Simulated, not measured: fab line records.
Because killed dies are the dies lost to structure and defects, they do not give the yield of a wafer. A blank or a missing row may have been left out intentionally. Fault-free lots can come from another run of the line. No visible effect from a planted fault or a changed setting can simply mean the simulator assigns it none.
fab line records	flow n5-finfet
[record] lots = 10	wafers = 30	last-day = 17
route steps=1938 shown BEOL_M5@1128
lots that met no fault: from a run of the same line without faults
start-h: hours from the record's first day to the start of the lot's first wafer shown	wait-h: hours from the lot's prior step to this one	" identical to the entry in the row above	L1.1+2: a single row standing in for several wafers	- value missing, or start not given	* or withheld: withheld	< > ~ a bound
route shown NAME@n: names a module that has steps shown in the file, with the first one's number in the route	usual: mean and standard deviation over wafers with no fault	same: alike in all rows	chamber/n: place in a boat	sites: each site's reading	_std_site: standard deviation across them	_edge_site: the outer-site mean with the inner-site mean subtracted	radius-mm: how far each site lies from the wafer's centre	mask NAME#n: copy n	behind: the last tool/chamber to shape the wafer	hold: cause of the lot's hold/its duration in hours/its outcome	device: transistor that didn't switch, given as n, p or np	end of line: the same wafers' tests at the end of the route	step lacking rows: just its recipe	killed: at the first sort, the dies lost to defects and structure; wafer yield is something else	map: the dies of a wafer, with x for killed, . for not killed, _ for no die there
set.NAME: the setting as run; set.NAME@STEP: as run at that earlier step	model.NAME: the simulator's own value behind a step, which no gauge read
the route's steps for a sample of lots (tables are steps, rows are wafers)
services: the hour from which a tool's chamber was out of use, counted from the record's first day as start-h (under 0 if before that day), plus the number of hours and why
[[steps]]
[step N5_BEOL_M5_INSPECT_13]
[recipe] mode = adi	inspect-instrument = brightfield
[usual] raw-defect-count = 420/95
lot.wafer	tool	chamber	start-h	wait-h	raw-defect-count
L710.2	defect-inspect-01	-	177.99	0.0	469
L710.5	"	-	"	"	340
L710.6	"	-	"	"	447
L711.3	defect-inspect-02	-	183.86	0.0	250
L711.4	"	-	"	"	278
L711.5	"	-	"	"	302
L715.2	defect-inspect-02	-	202.88	0.0	429
L715.4	"	-	"	"	450
L715.6	"	-	"	"	482
L714.1	defect-inspect-01	-	202.93	0.1	329
L714.3	"	-	"	"	412
L714.4	"	-	"	"	454
L716.2	defect-inspect-01	-	212.84	0.0	346
L716.5	"	-	"	"	289
L716.6	"	-	"	"	318
L718.1	defect-inspect-02	-	233.42	0.1	399
L718.4	"	-	"	"	421
L718.6	"	-	"	"	353
L721.1	defect-inspect-01	-	240.64	0.1	474
L721.2	"	-	"	"	369
L721.4	"	-	"	"	500
L727.2	defect-inspect-02	-	276.93	0.0	373
L727.3	"	-	"	"	415
L727.4	"	-	"	"	491
L728.4	defect-inspect-01	-	292.47	0.0	332
L728.5	"	-	"	"	317
L728.6	"	-	"	"	464
L731.3	defect-inspect-02	-	308.35	0.0	584
L731.5	"	-	"	"	483
L731.6	"	-	"	"	624
[step N5_BEOL_M5_TRENCH_ETCH_37]
[recipe] chemistry = C4F6/O2	target-depth-a = 716.52	target = SiCOH_lowk	time-s = 24.7	ion-energy-ev = 250	pressure-mtorr = 30	source-w = 345	bias-w = 185	Ar_flow_sccm = 300	C4F6_flow_sccm = 10	O2_flow_sccm = 10
[usual] bias-w = 185.0/0.52	drypump-motor-current-A = 5.9/0.4	mfc-ar-sccm = 300.0/0.81	oes-product-au = 0.76/0.093	rf-vpp-V = 664/11	showerhead-plenum-p-Torr = 2.84/0.11	throttle-valve-pct = 20.97/0.29
lot.wafer	tool	chamber	start-h	wait-h	bias-w	drypump-motor-current-A	mfc-ar-sccm	oes-product-au	rf-hours-counter-h	rf-vpp-V	showerhead-plenum-p-Torr	throttle-valve-pct
L710.2	rie-diel-05	0	179.16	-	185.1	6.4	299.6	0.70	246	651	2.68	21.41
L710.5	"	3	"	"	184.5	6.1	300.0	0.70	-	685	2.94	21.13
L710.6	"	0	"	"	184.3	6.4	301.4	0.69	-	651	2.68	21.39
L711.3	rie-diel-01	1	185.18	-	183.7	6.1	299.4	0.70	215	666	2.81	21.15
L711.4	"	3	"	"	184.7	5.6	300.7	0.71	193	663	2.96	21.23
L711.5	"	1	"	"	184.4	6.1	299.0	0.70	-	667	2.81	21.12
L715.2	rie-diel-06	0	205.08	-	184.9	5.7	299.9	0.74	165	653	2.85	21.13
L715.4	"	0	"	"	185.3	5.6	299.5	0.75	-	654	2.85	21.12
L715.6	"	3	"	"	185.1	6.2	300.1	0.73	-	666	2.83	21.34
L714.1	rie-diel-01	3	205.56	-	184.8	5.6	299.7	0.70	199	661	2.96	21.24
L714.3	"	0	"	"	186.0	6.2	300.8	0.71	218	664	2.71	21.09
L714.4	"	1	"	"	184.8	6.1	299.9	0.70	221	667	2.81	21.15
L716.2	rie-diel-06	1	218.18	-	185.3	5.2	298.2	0.69	238	658	2.79	20.65
L716.5	"	1	"	"	185.2	5.2	298.8	0.69	-	659	2.79	20.65
L716.6	"	0	"	"	184.6	5.7	298.9	0.74	-	653	2.85	21.15
L718.1	rie-diel-05	1	235.52	-	185.1	6.0	299.9	0.73	183	658	2.84	20.80
L718.4	"	2	"	"	185.3	6.2	300.1	0.69	245	678	2.70	20.66
L718.6	"	3	"	"	184.7	6.1	300.2	0.68	-	684	2.93	21.15
L721.1	rie-diel-06	2	242.07	-	184.9	5.7	299.8	0.79	150	654	2.63	21.08
L721.2	"	3	"	"	184.6	6.2	299.0	0.73	178	665	2.83	21.34
L721.4	"	0	"	"	184.1	5.7	299.3	0.73	175	654	2.85	21.17
L727.2	rie-diel-05	1	278.59	-	195.5	6.1	300.5	0.72	197	689	2.83	20.80
L727.3	"	2	"	"	196.2	6.2	299.6	1.00	2	720	3.03	20.41
L727.4	"	3	"	"	195.3	6.2	302.1	0.67	244	716	2.92	21.17
L728.4	rie-diel-05	1	294.00	-	195.7	6.0	300.5	0.73	202	688	2.83	20.82
L728.5	"	2	"	"	195.9	6.2	299.6	0.98	-	720	3.03	20.40
L728.6	"	3	"	"	197.0	6.2	300.2	0.68	-	715	2.92	21.19
L731.3	rie-diel-06	0	309.61	-	184.5	5.7	300.4	0.71	198	654	2.84	21.20
L731.5	"	1	"	"	184.1	5.2	300.1	0.92	-	657	2.78	20.30
L731.6	"	0	"	"	184.7	5.7	300.6	0.71	-	654	2.84	21.20
[step N5_BEOL_M5_STRIP_91]
[recipe] chemistry = N2/H2	time-s = 10	power-w = 450	temp-c = 40	pressure-mtorr = 20	rf-frequency-hz = 6e+07	bias-power-w = 7	n2-flow-sccm = 200	h2-flow-sccm = 200
[usual] drypump-motor-current-A = 5.9/0.4	oes-product-au = 0.76/0.09	rf-vpp-V = 59.1/0.95	showerhead-plenum-p-Torr = 2.53/0.1	temp-c = 40.00/0.11	throttle-valve-pct = 23.7/0.43
lot.wafer	tool	chamber	start-h	wait-h	drypump-motor-current-A	oes-product-au	rf-hours-counter-h	rf-vpp-V	showerhead-plenum-p-Torr	temp-c	throttle-valve-pct
L710.2	rie-diel-05	0	-	-	6.4	0.69	246	57.5	2.41	40.03	24.3
L710.5	"	3	"	"	6.2	0.68	-	59.6	2.63	40.01	23.8
L710.6	"	0	"	"	6.5	0.70	-	60.5	2.40	39.99	24.3
L711.3	rie-diel-01	1	-	-	6.1	0.71	215	57.8	2.50	40.11	23.8
L711.4	"	3	"	"	5.6	0.71	193	60.0	2.62	40.18	23.8
L711.5	"	1	"	"	6.1	0.71	-	59.0	2.50	39.95	23.8
L715.2	rie-diel-06	0	-	-	5.6	0.73	165	59.0	2.54	40.17	24.1
L715.4	"	0	"	"	5.7	0.74	-	59.3	2.54	39.99	24.1
L715.6	"	3	"	"	6.2	0.75	-	59.4	2.53	39.90	24.2
L714.1	rie-diel-01	3	-	-	5.6	0.70	199	59.2	2.62	39.97	23.8
L714.3	"	0	"	"	6.2	0.71	218	59.4	2.40	40.19	24.1
L714.4	"	1	"	"	6.1	0.71	221	59.5	2.49	39.91	23.8
L716.2	rie-diel-06	1	-	-	5.2	0.69	238	58.7	2.49	39.99	23.4
L716.5	"	1	"	"	5.2	0.70	-	58.4	2.49	40.02	23.3
L716.6	"	0	"	"	5.6	0.73	-	59.0	2.54	40.03	24.1
L718.1	rie-diel-05	1	-	-	6.1	0.73	183	58.1	2.52	39.96	23.3
L718.4	"	2	"	"	6.2	0.68	245	58.1	2.38	40.16	22.9
L718.6	"	3	"	"	6.2	0.67	-	58.9	2.63	39.98	23.8
L721.1	rie-diel-06	2	-	-	5.6	0.78	150	57.6	2.34	40.04	23.8
L721.2	"	3	"	"	6.2	0.74	178	59.7	2.52	40.10	24.3
L721.4	"	0	"	"	5.7	0.73	175	57.9	2.54	40.09	24.1
L727.2	rie-diel-05	1	-	-	6.1	0.72	197	60.0	2.51	40.07	23.3
L727.3	"	2	"	"	6.2	0.98	2	58.2	2.70	39.93	22.8
L727.4	"	3	"	"	6.2	0.66	244	58.4	2.62	39.91	23.8
L728.4	rie-diel-05	1	-	-	6.0	0.72	202	59.1	2.51	40.00	23.3
L728.5	"	2	"	"	6.2	0.96	-	59.6	2.70	40.07	22.8
L728.6	"	3	"	"	6.1	0.66	-	59.0	2.62	40.26	23.8
L731.3	rie-diel-06	0	-	-	5.7	0.72	199	59.3	2.53	39.83	24.2
L731.5	"	1	"	"	5.2	0.93	-	59.4	2.48	39.87	23.1
L731.6	"	0	"	"	5.7	0.71	-	58.5	2.53	40.06	24.2
[step N5_BEOL_M5_SPUTTER_48]
[recipe] material = Cu	target-thk-a = 150	temp-c = -20	chamber-pressure-pa = 0.07	power-w = withheld	time-s = 27.62
[usual] chuck-sensor-temp-C = -16.1/0.47	substrate-temp-c = -20.00/0.099	throttle-valve-pct = 29.8/1.2
lot.wafer	tool	chamber	start-h	wait-h	chuck-sensor-temp-C	substrate-temp-c	throttle-valve-pct
L710.2	pvd-sputter-02	-	180.58	0.1	-16.4	-19.96	29.3
L710.5	"	-	"	"	-16.4	-19.88	29.3
L710.6	"	-	"	"	-16.7	-20.10	30.6
L711.3	pvd-sputter-02	-	186.89	0.3	-15.6	-20.07	29.3
L711.4	"	-	"	"	-16.3	-20.04	29.1
L711.5	"	-	"	"	-15.3	-20.15	29.6
L715.2	pvd-sputter-02	-	206.79	0.1	-16.8	-20.12	30.4
L715.4	"	-	"	"	-16.5	-19.83	30.4
L715.6	"	-	"	"	-16.5	-19.96	29.2
L714.1	pvd-sputter-01	-	208.70	0.2	-16.0	-19.89	29.1
L714.3	"	-	"	"	-16.5	-19.99	30.5
L714.4	"	-	"	"	-15.6	-20.14	28.7
L716.2	pvd-sputter-02	-	219.50	0.1	-16.3	-20.00	29.3
L716.5	"	-	"	"	-15.5	-19.93	29.5
L716.6	"	-	"	"	-16.8	-20.08	30.5
L718.1	pvd-sputter-03	-	236.88	0.1	-15.8	-20.00	31.7
L718.4	"	-	"	"	-15.9	-20.01	28.2
L718.6	"	-	"	"	-15.9	-20.04	28.1
L721.1	pvd-sputter-01	-	243.62	0.1	-16.1	-20.19	29.1
L721.2	"	-	"	"	-15.8	-20.11	28.8
L721.4	"	-	"	"	-16.1	-19.97	28.9
L727.2	pvd-sputter-02	-	280.66	0.1	-16.4	-19.98	29.0
L727.3	"	-	"	"	-16.6	-20.00	30.6
L727.4	"	-	"	"	-15.5	-20.02	29.3
L728.4	pvd-sputter-01	-	295.43	0.0	-16.7	-19.89	30.7
L728.5	"	-	"	"	-16.3	-19.96	28.7
L728.6	"	-	"	"	-16.0	-20.08	28.8
L731.3	pvd-sputter-03	-	311.69	0.2	-16.8	-20.22	29.7
L731.5	"	-	"	"	-16.0	-19.87	28.2
L731.6	"	-	"	"	-15.9	-19.92	31.8
[[services]]
tool	chamber	start-h	hours	kind
rie-diel-06	0	190.33	6.5	repair
rie-diel-05	0	192.88	-	clean
rie-diel-05	0	192.88	-	consumable-replace:focus-ring
rie-diel-05	0	192.88	-	consumable-replace:showerhead
rie-diel-05	0	192.88	15.2	scheduled-down
rie-diel-05	0	192.88	15.2	vent-cycle
rie-diel-06	2	195.78	28.7	repair
rie-diel-05	1	197.55	24.1	repair
pvd-sputter-02	-	200.34	4.0	repair
rie-diel-05	1	244.64	5.5	repair
rie-diel-01	0	249.43	3.8	repair
rie-diel-05	2	250.16	-	clean
rie-diel-05	2	250.16	-	consumable-replace:focus-ring
rie-diel-05	2	250.16	-	consumable-replace:showerhead
rie-diel-05	2	250.16	21.8	scheduled-down
rie-diel-05	2	250.16	21.8	vent-cycle
rie-diel-06	1	259.30	-	clean
rie-diel-06	1	259.30	-	consumable-replace:focus-ring
rie-diel-06	1	259.30	16.3	scheduled-down
rie-diel-06	1	259.30	16.3	vent-cycle
rie-diel-01	2	265.90	16.8	repair
rie-diel-05	3	298.74	-	clean
rie-diel-05	3	298.74	-	consumable-replace:focus-ring
rie-diel-05	3	298.74	22.1	scheduled-down
[[key]]
[first-sign] step = N5_BEOL_M5_TRENCH_ETCH_37	reading = bias-w	direction = up	sigmas = 21	usual = *	struck = *
[effect] step = N5_BEOL_M5_TRENCH_ETCH_37	reading = rf-vpp-V	direction = up	sigmas = 4.1	usual = 664	struck = 708
met-at N5_BEOL_M5_TRENCH_ETCH_37
struck-lots L727,L728
not-acting-at N5_BEOL_M5_INSPECT_13,N5_BEOL_M5_STRIP_91,N5_BEOL_M5_SPUTTER_48
onset-between 235.52 278.59
[fault] kind = process-parameter-drift	tool = rie-diel-05	chamber = -	onset-h = 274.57	steps = N5_BEOL_M5_TRENCH_ETCH_37	channel = bias-w	offset = *	shape = step	end-h = 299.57	acts-in = *	stated = *
